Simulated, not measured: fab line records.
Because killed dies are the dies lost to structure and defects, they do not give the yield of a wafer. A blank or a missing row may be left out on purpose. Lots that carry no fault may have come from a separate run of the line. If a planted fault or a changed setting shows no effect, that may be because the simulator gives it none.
Problem report in the 8D (eight disciplines) form, filled by code    flow n5-finfet    the parts of the form that need people (team, actions taken, sign-off) are left out

== 1. THE PROBLEM ==
At N5_FIN_SAQP_INSPECT_18, raw-defect-count averages 1072 over 6 wafers from 2 lots, while fault-free wafers read 388, standard deviation 110. That puts it +6.2 standard deviations away from the usual mean.
The step: inspects for defects (brightfield).
Seen first at day 5 10:30 on defect-inspect-01, wafer L145.1. The record has a number at this step for 24 wafers belonging to 8 lots. By rule, "out" or "out of limits" means more than 4 standard deviations away from the usual mean. All remaining wafers that have a number are taken as sound.

== 2. WHAT IT IS, AND WHAT IT ISN'T ==
question                     is                                    is not
which readings at this step  raw-defect-count                      -
which lots                   L145, L146                            L141, L142, L144, L151, L153, L154
which wafers of those lots   all that have a number                -
read on which gauges         defect-inspect-01, defect-inspect-02  -
when                         from day 5 10:30                      up to then (9 sound wafers); but 9 sound wafers of L151, L153, L154 came after

== 3. WHAT RULES OUT EACH SUSPECT ==
Counting: any tool at a process step up to the reading is kept as a suspect provided that every lot that is out went through it and no sound lot did after the first of them.
- the gauge at N5_FIN_SAQP_INSPECT_18 is ruled out. The wafers that are out were read on 2 gauges (defect-inspect-01, defect-inspect-02).
- pecvd-03 at N5_FIN_SAQP_HM_DEP_03 (deposits SiNx from SiH4/NH3/N2, target thk 38 nm, time 33.6 s): kept. All lots that are out passed through it, beginning with L145 at day 5 09:40, and no sound lot followed; its final sound lot before that point was L142 at day 4 16:30.
Left after counting: pecvd-03 at N5_FIN_SAQP_HM_DEP_03.

== 4. THE CAUSE (what the simulator had put in) ==
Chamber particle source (pecvd-03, N5_FIN_SAQP_HM_DEP_03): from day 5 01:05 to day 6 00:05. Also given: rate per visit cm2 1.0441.
After counting, this tool was the only one left.

== 5. THE EFFECT CHAIN, in route order ==
One row per reading whose mean, taken over the struck wafers that have a number, lies over 3 standard deviations from the usual. Only readings for which the record gives a usual standard deviation are gone through. hours: the time from each lot's start at the first step in this table that gives one to its start at this step, as a median over the lots. sigmas: the change in usual standard deviations.
hours  step                     reading               usual   on struck wafers  change  sigmas
0      N5_FIN_SAQP_INSPECT_18   raw-defect-count      388     1072              +684    +6.2
4      N5_FIN_SAQP_INSPECT_40   raw-defect-count      221     842               +621    +11
5      N5_FIN_CUT_INSPECT_10    raw-defect-count      39      693               +654    +65
6      N5_FIN_CUT_INSPECT_17    raw-defect-count      226     848               +622    +11
251    N5_PASSIVATION_PROBE_49  defect-limited-yield  91.5 %  84.5              -7.0    -5.4
251    N5_PASSIVATION_PROBE_49  killed-at-front-end   38      126               +88     +8.8
251    N5_PASSIVATION_PROBE_49  killed-dies           101     182               +82     +5.1
251    N5_PASSIVATION_PROBE_49  killed-on-rim         13      28                +14     +4.3
251    N5_PASSIVATION_PROBE_49  sort_bin_5_function   5.0 %   9.5               +4.5    +5.3
251    N5_PASSIVATION_PROBE_49  sort-n-pass           1079    998               -82     -5.1
251    N5_PASSIVATION_PROBE_49  sort-yield-pct        91.5 %  84.5              -7.0    -5.4
Here are the process steps it includes:
- N5_PASSIVATION_PROBE_49
Later steps that measure or inspect, where all struck wafers having a row at the step show a number for every such reading and not one has moved that far: N5_BEOL_M4_RC_MEAS_101.

== 6. WHAT WOULD HAVE CAUGHT IT SOONER ==
Counted from the fault's start at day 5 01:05, it took 9 hours until the first out-of-limits reading at a measuring or inspecting step in this record, taken at day 5 10:30.
Tool readings at N5_FIN_SAQP_HM_DEP_03 with a usual standard deviation given in the record: none out on any struck wafer, hence no alarm at a limit of 4 standard deviations on them.
L146, from the lots that are out (2), started N5_FIN_SAQP_HM_DEP_03 on pecvd-03 later than day 5 10:30. Holding the tool at that time would have saved it.
